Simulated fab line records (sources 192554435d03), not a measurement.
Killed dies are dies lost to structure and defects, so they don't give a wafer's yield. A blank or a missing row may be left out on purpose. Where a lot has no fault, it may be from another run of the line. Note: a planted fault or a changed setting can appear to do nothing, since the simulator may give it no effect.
Split-lot experiment / flow n5 finfet / 39 wafers read from 7 lots, route of 1938 steps

THE SPLIT ITSELF
At N5_PMOS_HMC_CHANNEL_EPI_EPI_20 (deposits SiGe30, target thk 59 nm), the setting temp c was moved away from the recipe's 600 C on 15 of the 39 wafers read, by -0.8% to +1.1%. This setting was run at the recipe's value on the other wafers.

Reading taken at the split's own step.

THE READING
SiGe30_of_PMOS_HMC_CHANNEL_EPI_EPI_20.thk nm (the simulator's own value, which no gauge read), in nm, at N5_PMOS_HMC_CHANNEL_EPI_EPI_20 (deposits SiGe30, target thk 59 nm). The file gives no usual value for it. Across the 24 wafers here that went through the recipe, the average is 58.43 nm and the standard deviation 0.79 nm.

wafer=L074.1; tool, chamber at the split=epi rpcvd-01, 0; temp c as run, C=600; against the recipe=recipe; SiGe30_of_PMOS_HMC_CHANNEL_EPI_EPI_20.thk nm, nm=57.13; against lot-mates on the recipe=-
wafer=L074.2; tool, chamber at the split=epi rpcvd-01, 0; temp c as run, C=600; against the recipe=recipe; SiGe30_of_PMOS_HMC_CHANNEL_EPI_EPI_20.thk nm, nm=57.97; against lot-mates on the recipe=-
wafer=L074.3; tool, chamber at the split=epi rpcvd-01, 0; temp c as run, C=600; against the recipe=recipe; SiGe30_of_PMOS_HMC_CHANNEL_EPI_EPI_20.thk nm, nm=57.6; against lot-mates on the recipe=-
wafer=L074.4; tool, chamber at the split=epi rpcvd-01, 0; temp c as run, C=603.4; against the recipe=+0.6%; SiGe30_of_PMOS_HMC_CHANNEL_EPI_EPI_20.thk nm, nm=62.46; against lot-mates on the recipe=+4.89
wafer=L074.5; tool, chamber at the split=epi rpcvd-01, 0; temp c as run, C=603.4; against the recipe=+0.6%; SiGe30_of_PMOS_HMC_CHANNEL_EPI_EPI_20.thk nm, nm=62.02; against lot-mates on the recipe=+4.45
wafer=L074.6; tool, chamber at the split=epi rpcvd-01, 0; temp c as run, C=603.4; against the recipe=+0.6%; SiGe30_of_PMOS_HMC_CHANNEL_EPI_EPI_20.thk nm, nm=61.56; against lot-mates on the recipe=+3.99
wafer=L080.1; tool, chamber at the split=epi rpcvd-02, 0; temp c as run, C=600; against the recipe=recipe; SiGe30_of_PMOS_HMC_CHANNEL_EPI_EPI_20.thk nm, nm=58.09; against lot-mates on the recipe=-
wafer=L080.2; tool, chamber at the split=epi rpcvd-02, 0; temp c as run, C=600; against the recipe=recipe; SiGe30_of_PMOS_HMC_CHANNEL_EPI_EPI_20.thk nm, nm=58.01; against lot-mates on the recipe=-
wafer=L080.3; tool, chamber at the split=epi rpcvd-02, 0; temp c as run, C=600; against the recipe=recipe; SiGe30_of_PMOS_HMC_CHANNEL_EPI_EPI_20.thk nm, nm=57.83; against lot-mates on the recipe=-
wafer=L080.4; tool, chamber at the split=epi rpcvd-02, 0; temp c as run, C=600; against the recipe=recipe; SiGe30_of_PMOS_HMC_CHANNEL_EPI_EPI_20.thk nm, nm=57.25; against lot-mates on the recipe=-
wafer=L080.5; tool, chamber at the split=epi rpcvd-02, 0; temp c as run, C=600; against the recipe=recipe; SiGe30_of_PMOS_HMC_CHANNEL_EPI_EPI_20.thk nm, nm=58.13; against lot-mates on the recipe=-
wafer=L080.6; tool, chamber at the split=epi rpcvd-02, 0; temp c as run, C=600; against the recipe=recipe; SiGe30_of_PMOS_HMC_CHANNEL_EPI_EPI_20.thk nm, nm=57.2; against lot-mates on the recipe=-
wafer=L083.1; tool, chamber at the split=epi rpcvd-02, 0; temp c as run, C=595.1; against the recipe=-0.8%; SiGe30_of_PMOS_HMC_CHANNEL_EPI_EPI_20.thk nm, nm=53.07; against lot-mates on the recipe=-5.33
wafer=L083.2; tool, chamber at the split=epi rpcvd-02, 0; temp c as run, C=600; against the recipe=recipe; SiGe30_of_PMOS_HMC_CHANNEL_EPI_EPI_20.thk nm, nm=57.78; against lot-mates on the recipe=-
wafer=L083.3; tool, chamber at the split=epi rpcvd-02, 0; temp c as run, C=595.1; against the recipe=-0.8%; SiGe30_of_PMOS_HMC_CHANNEL_EPI_EPI_20.thk nm, nm=53.25; against lot-mates on the recipe=-5.15
wafer=L083.4; tool, chamber at the split=epi rpcvd-02, 0; temp c as run, C=600; against the recipe=recipe; SiGe30_of_PMOS_HMC_CHANNEL_EPI_EPI_20.thk nm, nm=58.86; against lot-mates on the recipe=-
wafer=L083.5; tool, chamber at the split=epi rpcvd-02, 0; temp c as run, C=600; against the recipe=recipe; SiGe30_of_PMOS_HMC_CHANNEL_EPI_EPI_20.thk nm, nm=58.57; against lot-mates on the recipe=-
wafer=L083.6; tool, chamber at the split=epi rpcvd-02, 0; temp c as run, C=595.1; against the recipe=-0.8%; SiGe30_of_PMOS_HMC_CHANNEL_EPI_EPI_20.thk nm, nm=52.55; against lot-mates on the recipe=-5.85
wafer=L086.2; tool, chamber at the split=epi rpcvd-03, 0; temp c as run, C=600; against the recipe=recipe; SiGe30_of_PMOS_HMC_CHANNEL_EPI_EPI_20.thk nm, nm=59.07; against lot-mates on the recipe=-
wafer=L086.3; tool, chamber at the split=epi rpcvd-03, 0; temp c as run, C=600; against the recipe=recipe; SiGe30_of_PMOS_HMC_CHANNEL_EPI_EPI_20.thk nm, nm=59.37; against lot-mates on the recipe=-
wafer=L086.5; tool, chamber at the split=epi rpcvd-03, 0; temp c as run, C=600; against the recipe=recipe; SiGe30_of_PMOS_HMC_CHANNEL_EPI_EPI_20.thk nm, nm=58.11; against lot-mates on the recipe=-
wafer=L087.1; tool, chamber at the split=epi rpcvd-01, 0; temp c as run, C=600; against the recipe=recipe; SiGe30_of_PMOS_HMC_CHANNEL_EPI_EPI_20.thk nm, nm=58.81; against lot-mates on the recipe=-
wafer=L087.2; tool, chamber at the split=epi rpcvd-01, 0; temp c as run, C=600; against the recipe=recipe; SiGe30_of_PMOS_HMC_CHANNEL_EPI_EPI_20.thk nm, nm=59.28; against lot-mates on the recipe=-
wafer=L087.3; tool, chamber at the split=epi rpcvd-01, 0; temp c as run, C=606.7; against the recipe=+1.1%; SiGe30_of_PMOS_HMC_CHANNEL_EPI_EPI_20.thk nm, nm=67.27; against lot-mates on the recipe=+7.86
wafer=L087.4; tool, chamber at the split=epi rpcvd-01, 0; temp c as run, C=600; against the recipe=recipe; SiGe30_of_PMOS_HMC_CHANNEL_EPI_EPI_20.thk nm, nm=60.15; against lot-mates on the recipe=-
wafer=L087.5; tool, chamber at the split=epi rpcvd-01, 0; temp c as run, C=606.7; against the recipe=+1.1%; SiGe30_of_PMOS_HMC_CHANNEL_EPI_EPI_20.thk nm, nm=66.41; against lot-mates on the recipe=+7.00
wafer=L087.6; tool, chamber at the split=epi rpcvd-01, 0; temp c as run, C=606.7; against the recipe=+1.1%; SiGe30_of_PMOS_HMC_CHANNEL_EPI_EPI_20.thk nm, nm=66.54; against lot-mates on the recipe=+7.13
wafer=L091.1; tool, chamber at the split=epi rpcvd-02, 0; temp c as run, C=606; against the recipe=+1.0%; SiGe30_of_PMOS_HMC_CHANNEL_EPI_EPI_20.thk nm, nm=65.27; against lot-mates on the recipe=+6.76
wafer=L091.2; tool, chamber at the split=epi rpcvd-02, 0; temp c as run, C=606; against the recipe=+1.0%; SiGe30_of_PMOS_HMC_CHANNEL_EPI_EPI_20.thk nm, nm=65.25; against lot-mates on the recipe=+6.74
wafer=L091.3; tool, chamber at the split=epi rpcvd-02, 0; temp c as run, C=600; against the recipe=recipe; SiGe30_of_PMOS_HMC_CHANNEL_EPI_EPI_20.thk nm, nm=58.24; against lot-mates on the recipe=-
wafer=L091.4; tool, chamber at the split=epi rpcvd-02, 0; temp c as run, C=600; against the recipe=recipe; SiGe30_of_PMOS_HMC_CHANNEL_EPI_EPI_20.thk nm, nm=59; against lot-mates on the recipe=-
wafer=L091.5; tool, chamber at the split=epi rpcvd-02, 0; temp c as run, C=600; against the recipe=recipe; SiGe30_of_PMOS_HMC_CHANNEL_EPI_EPI_20.thk nm, nm=58.3; against lot-mates on the recipe=-
wafer=L091.6; tool, chamber at the split=epi rpcvd-02, 0; temp c as run, C=606; against the recipe=+1.0%; SiGe30_of_PMOS_HMC_CHANNEL_EPI_EPI_20.thk nm, nm=65.1; against lot-mates on the recipe=+6.59
wafer=L092.1; tool, chamber at the split=epi rpcvd-02, 0; temp c as run, C=602.9; against the recipe=+0.5%; SiGe30_of_PMOS_HMC_CHANNEL_EPI_EPI_20.thk nm, nm=63.31; against lot-mates on the recipe=+4.10
wafer=L092.2; tool, chamber at the split=epi rpcvd-02, 0; temp c as run, C=602.9; against the recipe=+0.5%; SiGe30_of_PMOS_HMC_CHANNEL_EPI_EPI_20.thk nm, nm=62.08; against lot-mates on the recipe=+2.87
wafer=L092.3; tool, chamber at the split=epi rpcvd-02, 0; temp c as run, C=602.9; against the recipe=+0.5%; SiGe30_of_PMOS_HMC_CHANNEL_EPI_EPI_20.thk nm, nm=62.34; against lot-mates on the recipe=+3.13
wafer=L092.4; tool, chamber at the split=epi rpcvd-02, 0; temp c as run, C=600; against the recipe=recipe; SiGe30_of_PMOS_HMC_CHANNEL_EPI_EPI_20.thk nm, nm=59.92; against lot-mates on the recipe=-
wafer=L092.5; tool, chamber at the split=epi rpcvd-02, 0; temp c as run, C=600; against the recipe=recipe; SiGe30_of_PMOS_HMC_CHANNEL_EPI_EPI_20.thk nm, nm=59; against lot-mates on the recipe=-
wafer=L092.6; tool, chamber at the split=epi rpcvd-02, 0; temp c as run, C=600; against the recipe=recipe; SiGe30_of_PMOS_HMC_CHANNEL_EPI_EPI_20.thk nm, nm=58.72; against lot-mates on the recipe=-

THE FIT
A straight line over all 39 wafers: SiGe30_of_PMOS_HMC_CHANNEL_EPI_EPI_20.thk nm changes by +7.04 nm for each +1% of temp c; r = +0.98; the points scatter about the line by 0.74 nm.
The same after taking each lot's own level away (the mean of its wafers on the recipe; 39 wafers): +6.74 nm for each +1%; r = +0.99; scatter 0.47 nm.
On that fit, the largest move of temp c shifts the reading by 7.5 nm.
Measured against the standard deviation above, the lots' own levels, which go from 57.567 to 59.413 nm, span 2.3 times it.
Consequently the slope shifts little with the lot-to-lot level, the two slopes agreeing.
Check: for one of the wafers moved furthest among these (+1.1%), held out of the fit, the line's prediction against its lot-mates is +7.53 nm. It came out at +7.86 nm against them.

FILE'S OWN FIT
SiGe30_of_PMOS_HMC_CHANNEL_EPI_EPI_20.thk nm changes by +6.77 nm for each +1% of temp c, r = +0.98.
